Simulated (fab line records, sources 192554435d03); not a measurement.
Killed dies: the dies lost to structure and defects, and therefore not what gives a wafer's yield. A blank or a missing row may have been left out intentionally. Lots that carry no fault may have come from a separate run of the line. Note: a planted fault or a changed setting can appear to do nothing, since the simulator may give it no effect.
Split-lot study	flow n5_finfet	route with 1938 steps; 7 lots, 39 wafers read

## ABOUT THE SPLIT
At N5_BEOL_M4_ALD_98 (deposits SiO2, target thk 2.5 nm, pulse time 1 s, co reactant pulse time 1 s), the setting ald_cycles was moved away from the recipe's 17 on 15 of the 39 wafers read, by -52.9% to +29.4%. All remaining wafers had this setting at the recipe value.

The split's own step is where the reading is taken.

## THE READING
SiO2_of_BEOL_M4_ALD_98.thk_nm (the simulator's own value, which no gauge read), in nm, at N5_BEOL_M4_ALD_98 (deposits SiO2, target thk 2.5 nm, pulse time 1 s, co reactant pulse time 1 s). There is no usual value for it anywhere in the file. Here, 24 wafers ran the recipe; their average is 2.5 nm with a standard deviation of 0.1 nm.

wafer	tool, chamber at the split	ald_cycles as run	against the recipe	SiO2_of_BEOL_M4_ALD_98.thk_nm, nm	against lot-mates on the recipe
L074.1	ald_sin-02, 1,3,0	14	-17.6%	2	-0.5
L074.5	ald_sin-02, 1,3,0	14	-17.6%	2	-0.5
L074.6	ald_sin-02, 1,3,0	14	-17.6%	2	-0.5
L074.2	ald_sin-02, 0,2	17	recipe	2.6	-
L074.3	ald_sin-02, 0,2	17	recipe	2.6	-
L074.4	ald_sin-02, 3	17	recipe	2.4	-
L077.1	ald_sin-02, 0,1,2	17	recipe	2.4	-
L077.2	ald_sin-02, 0,1,2	17	recipe	2.4	-
L077.3	ald_sin-02, 0,1,2	17	recipe	2.4	-
L078.1	ald_sin-01, 0,3,0	21	+23.5%	3	+0.5
L078.5	ald_sin-01, 0,3,0	21	+23.5%	3	+0.5
L078.6	ald_sin-01, 0,3,0	21	+23.5%	3	+0.5
L078.2	ald_sin-01, 1	17	recipe	2.4	-
L078.3	ald_sin-01, 3,2	17	recipe	2.6	-
L078.4	ald_sin-01, 3,2	17	recipe	2.6	-
L084.1	ald_sin-04, 2,0,3	8	-52.9%	1.2	-1.4
L084.3	ald_sin-04, 2,0,3	8	-52.9%	1.2	-1.4
L084.5	ald_sin-04, 2,0,3	8	-52.9%	1.2	-1.4
L084.2	ald_sin-04, 3,1,0	17	recipe	2.6	-
L084.4	ald_sin-04, 3,1,0	17	recipe	2.6	-
L084.6	ald_sin-04, 3,1,0	17	recipe	2.6	-
L086.1	ald_sin-01, 2,0,3	17	recipe	2.4	-
L086.3	ald_sin-01, 2,0,3	17	recipe	2.4	-
L086.4	ald_sin-01, 2,0,3	17	recipe	2.4	-
L086.2	ald_sin-01, 1,2,1	17	recipe	2.6	-
L086.5	ald_sin-01, 1,2,1	17	recipe	2.6	-
L086.6	ald_sin-01, 1,2,1	17	recipe	2.6	-
L094.1	ald_sin-04, 3,2,1	10	-41.2%	1.4	-1.1
L094.3	ald_sin-04, 3,2,1	10	-41.2%	1.4	-1.1
L094.4	ald_sin-04, 3,2,1	10	-41.2%	1.4	-1.1
L094.2	ald_sin-04, 0,2	17	recipe	2.4	-
L094.5	ald_sin-04, 0,2	17	recipe	2.4	-
L094.6	ald_sin-04, 1	17	recipe	2.6	-
L095.1	ald_sin-04, 3,2,1	22	+29.4%	3.2	+0.7
L095.2	ald_sin-04, 3,2,1	22	+29.4%	3.2	+0.7
L095.3	ald_sin-04, 3,2,1	22	+29.4%	3.2	+0.7
L095.4	ald_sin-04, 0,3	17	recipe	2.4	-
L095.5	ald_sin-04, 0,3	17	recipe	2.4	-
L095.6	ald_sin-04, 2	17	recipe	2.6	-
The file does not say which wafer passed through which chamber wherever a row lists several chambers: such a row stands for several wafers.

FIT RESULTS
A straight line over all 39 wafers: SiO2_of_BEOL_M4_ALD_98.thk_nm changes by +0.0248 nm for each +1% of ald_cycles; r = +0.99; the points scatter about the line by 0.087 nm.
The same after taking each lot's own level away (the mean of its wafers on the recipe; 39 wafers): +0.0255 nm for each +1%; r = +0.99; scatter 0.079 nm.
According to that fit, moving ald_cycles by its largest amount changes the reading by 1.3 nm.
From 2.40 to 2.60 nm: that is the span of the lots' own levels, equal to 2.0 times the standard deviation above.
Hence the lot-to-lot level has little effect on the slope; both slopes agree.
Check: for one of the wafers moved furthest among these (-52.9%), held out of the fit, the line's prediction against its lot-mates is -1.37 nm. Against them it came out at -1.4 nm.

## OTHER SPLITS APPLIED TO THESE WAFERS
Other splits were also applied to these wafers ahead of the reading. Each is held against what the fit with the lots' levels taken away leaves over:
other split on the same wafers	wafers away from the commonest value	r with SiO2_of_BEOL_M4_ALD_98.thk_nm (lot level and that fit taken away)
N5_ZERO_LAYER_PECVD_02 time_s	18	+0.10
N5_FIN_SAQP_ETCH_65 time_s	15	+0.12
N5_SD_EPI_N_EPI_21 time_s	9	-0.15

## FILE'S OWN FIT
SiO2_of_BEOL_M4_ALD_98.thk_nm changes by +0.0257 nm for each +1% of ald_cycles, r = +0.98.
